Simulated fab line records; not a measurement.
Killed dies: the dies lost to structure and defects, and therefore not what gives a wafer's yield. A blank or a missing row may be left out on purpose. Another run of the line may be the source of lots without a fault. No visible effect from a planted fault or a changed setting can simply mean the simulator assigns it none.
Chamber matching    flow nand_harc    NHARC_A_STAIRCASE_DESCUM_168 on rie_diel-13 has 4 sister chambers
The step chemistry O2, time 3 s. 14 wafers are shown with their chamber, then 7 later ones without.

WAFERS PAIRED WITH THEIR CHAMBERS
wafer   chamber  drypump_motor_current_A (A)  showerhead_plenum_p_Torr (Torr)  oes_product_au (a.u.)
L074.2  3        6.3                          1.99                             1.006
L074.3  2        6.2                          1.98                             0.994
L074.6  2        6.2                          1.97                             0.995
L076.2  0        5.4                          2.07                             1.001
L076.3  2        6.2                          1.97                             0.999
L076.4  1        5.6                          1.85                             0.996
L078.1  0        5.4                          2.07                             1.002
L078.2  3        6.3                          1.98                             0.997
L078.3  2        6.3                          1.97                             0.990
L079.1  1        5.6                          1.85                             0.992
L079.3  2        6.2                          1.97                             0.998
L079.4  3        6.3                          1.98                             1.001
L084.2  3        6.3                          1.98                             1.000
L084.4  0        5.4                          2.06                             0.994

SIGNATURES (means of the wafers above)
reading                   chamber 0  chamber 1  chamber 2  chamber 3  scatter within a chamber
drypump_motor_current_A   5.400      5.600      6.220      6.300      0.0283
showerhead_plenum_p_Torr  2.0667     1.8500     1.9720     1.9825     0.00471
oes_product_au            0.99900    0.99400    0.99520    1.00100    0.00373
Rule: for each reading, subtract the chamber's mean from the wafer's reading, divide by that reading's scatter and square the result; add these up over the readings and take the root, which gives the wafer's distance from the chamber. The wafer belongs to the nearest chamber; if the next one is less than 2 further off, it can't be placed. The scatter: take each reading less its chamber's mean, square it, sum over the shown wafers, divide by the number of wafers less the number of chambers, and take the root.

WAFERS WHOSE CHAMBER IS MISSING
wafer   drypump_motor_current_A (A)  showerhead_plenum_p_Torr (Torr)  oes_product_au (a.u.)
L084.6  5.6                          1.84                             0.995
L091.3  5.4                          2.05                             1.004
L091.4  6.2                          1.96                             1.008
L091.6  6.2                          1.97                             1.008
L097.1  6.2                          1.95                             1.004
L097.2  5.4                          2.05                             1.016
L097.5  5.4                          2.05                             1.020

THE CHAMBER EACH PASSED THROUGH
wafer   from the rows above      in truth
L084.6  1                        1
L091.3  0                        0
L091.4  can't be placed: 2 or 3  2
L091.6  can't be placed: 2 or 3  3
L097.1  2                        2
L097.2  0                        0
L097.5  0                        0
Correctly placed: 5 of 7. Can't be placed from these rows: 2 (the true chamber is among the candidates in 2). 0 placed wrongly.
